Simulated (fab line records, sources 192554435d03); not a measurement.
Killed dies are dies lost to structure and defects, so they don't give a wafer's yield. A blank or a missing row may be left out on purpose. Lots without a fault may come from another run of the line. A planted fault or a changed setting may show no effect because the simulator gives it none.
Chamber matching | flow n5_finfet | N5_BEOL_M0_SAQP_MANDREL_ETCH_20 on rie_si-06: 4 sister chambers
The step etches a-Si in HBr/Cl2, stops on SiNx, target depth 60 nm, bt time 10 s, time 30 s. 8 wafers are shown with their chamber, then 8 later ones without.

WAFERS WITH THEIR CHAMBER
wafer  | chamber | drypump_motor_current_A (A) | oes_product_au (a.u.)
L074.1 | 3       | 6.3                         | 0.771
L076.1 | 0       | 5.2                         | 0.795
L079.1 | 1       | 6.1                         | 0.779
L079.5 | 3       | 6.3                         | 0.765
L081.1 | 0       | 5.2                         | 0.795
L081.2 | 1       | 6.2                         | 0.769
L081.4 | 2       | 6.1                         | 0.766
L088.1 | 2       | 6.1                         | 0.771

WAFERS WITHOUT THEIR CHAMBER
wafer  | drypump_motor_current_A (A) | oes_product_au (a.u.)
L088.4 | 6.3                         | 0.767
L088.5 | 6.2                         | 0.751
L092.1 | 6.3                         | 0.750
L092.2 | 6.2                         | 0.764
L092.5 | 6.3                         | 0.767
L094.2 | 6.1                         | 0.757
L094.3 | 6.3                         | 0.780
L094.6 | 5.2                         | 0.808

WHICH CHAMBER EACH WENT THROUGH
wafer  | from the rows above          | in truth
L088.4 | 3                            | 3
L088.5 | can't be placed: 3 or 2 or 1 | 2
L092.1 | 3                            | 3
L092.2 | can't be placed: 1 or 3 or 2 | 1
L092.5 | 3                            | 3
L094.2 | can't be placed: 2 or 1      | 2
L094.3 | can't be placed: 3 or 1      | 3
L094.6 | 0                            | 0
Placed correctly: 4 of 8. Can't be placed from these rows: 4 (the true chamber is among the candidates in 4). Placed wrongly: 0.
How it was worked out, from the rows above alone: a wafer's distance from a chamber is the root of the sum, over the readings, of the square of ((its reading less the chamber's mean) divided by the reading's scatter). The wafer belongs to the nearest chamber; if the next one is less than 2 further off, it can't be placed. A chamber's mean is the mean of its shown wafers. The scatter: the root of (the sum of the squares of (reading less its chamber's mean) over the shown wafers, divided by (wafers less chambers)).
